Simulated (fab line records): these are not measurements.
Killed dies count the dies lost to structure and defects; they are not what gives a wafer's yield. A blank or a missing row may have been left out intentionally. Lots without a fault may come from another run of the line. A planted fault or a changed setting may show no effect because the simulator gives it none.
Lot-split experiment    flow n5_finfet    21 wafers read across 7 lots, on a route 1938 steps long

## ABOUT THE SPLIT
At N5_HKMG_FIN_EXPOSE_46 (exposes mask NDIPOLE), the setting dose_mj was moved away from the recipe's 40 on 12 of the 21 wafers read, by -6.0% to +5.0%. All remaining wafers had this setting at the recipe value.

## FROM THE SPLIT TO THE READING: what the file shows between them, 2 steps
- N5_HKMG_FIN_PEB_47: peb time 60 s
- N5_HKMG_FIN_DEVELOP_48: develop time 30 s

## THE READING
Shown in nm: cd_nm at N5_HKMG_FIN_CD_MEAS_49, with target cd 202 nm. Fault-free wafers of this fab line usually give 201.8 nm, standard deviation 0.63 nm.

wafer   tool, chamber at the split  dose_mj as run  against the recipe  cd_nm, nm  against lot-mates on the recipe
L074.1  arfi_scanner-01, 0          40              recipe              201.9      -
L074.2  arfi_scanner-01, 0          40              recipe              202.3      -
L074.3  arfi_scanner-01, 0          40              recipe              201.2      -
L075.1  arfi_scanner-01, 0          42.01           +5.0%               204.0      +2.7
L075.3  arfi_scanner-01, 0          42.01           +5.0%               205.4      +4.1
L075.5  arfi_scanner-01, 0          40              recipe              201.3      -
L081.2  arfi_scanner-01, 0          38.24           -4.4%               198.8      -3.4
L081.3  arfi_scanner-01, 0          38.24           -4.4%               199.7      -2.5
L081.4  arfi_scanner-01, 0          40              recipe              202.2      -
L084.3  arfi_scanner-02, 0          37.61           -6.0%               198.4      -3.9
L084.4  arfi_scanner-02, 0          37.61           -6.0%               199.1      -3.2
L084.6  arfi_scanner-02, 0          40              recipe              202.3      -
L085.1  arfi_scanner-01, 0          38.54           -3.6%               200.2      no lot-mate on the recipe
L085.2  arfi_scanner-01, 0          38.54           -3.6%               199.3      no lot-mate on the recipe
L085.6  arfi_scanner-01, 0          38.54           -3.6%               199.8      no lot-mate on the recipe
L092.2  arfi_scanner-02, 0          40              recipe              200.6      -
L092.3  arfi_scanner-02, 0          38.8            -3.0%               199.8      -0.8
L092.5  arfi_scanner-02, 0          38.8            -3.0%               200.4      -0.2
L094.2  arfi_scanner-02, 0          41.7            +4.2%               204.1      +3.2
L094.3  arfi_scanner-02, 0          40              recipe              201.2      -
L094.6  arfi_scanner-02, 0          40              recipe              200.7      -

FIT RESULTS
A straight line over all 21 wafers: cd_nm changes by +0.539 nm for each +1% of dose_mj; r = +0.95; the points scatter about the line by 0.58 nm.
The same after taking each lot's own level away (the mean of its wafers on the recipe; 18 wafers): +0.618 nm for each +1%; r = +0.96; scatter 0.62 nm.
The reading moves by 3.7 nm for the largest change in dose_mj, on that fit.
Across the lots, their own levels run from 200.60 to 202.30 nm, a range of 2.7 times the standard deviation given above.
Thus the slope moves with the lot-to-lot level: the two fits are different.
Check: -3.38 nm against its lot-mates is what the line predicts for one of the wafers moved furthest among these (-6.0%) when that wafer is left out of the fit. Against them it came out at -3.9 nm.

## THESE WAFERS: OTHER SPLITS
These wafers also went through other splits before the reading. Each is held against what the fit with the lots' levels taken away leaves over:
other split on the same wafers  wafers away from the commonest value  r with cd_nm (lot level and that fit taken away)
N5_SD_EPI_P_EXPOSE_06 dose_mj   9                                     +0.14
N5_HKMG_FIN_COAT_43 spin_rpm    3                                     +0.03

## THE WHOLE CHAIN: every reading that the file lists as answering this split, in the file's order
step                    what it does                                            reading                                                                 change (the file's fit)                r (the file's)
N5_HKMG_FIN_CD_MEAS_49  target cd 202 nm                                        cd_nm                                                                   +0.617 nm for each +1% of the setting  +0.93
N5_HKMG_FIN_ETCH_54     etches SiARC in CF4, target depth 45.5 nm, time 75.8 s  HKMG_FIN.cd_offset_nm (the simulator's own value, which no gauge read)  +0.583 nm for each +1% of the setting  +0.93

## THE FILE'S OWN FIT
cd_nm changes by +0.617 nm for each +1% of dose_mj, r = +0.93.
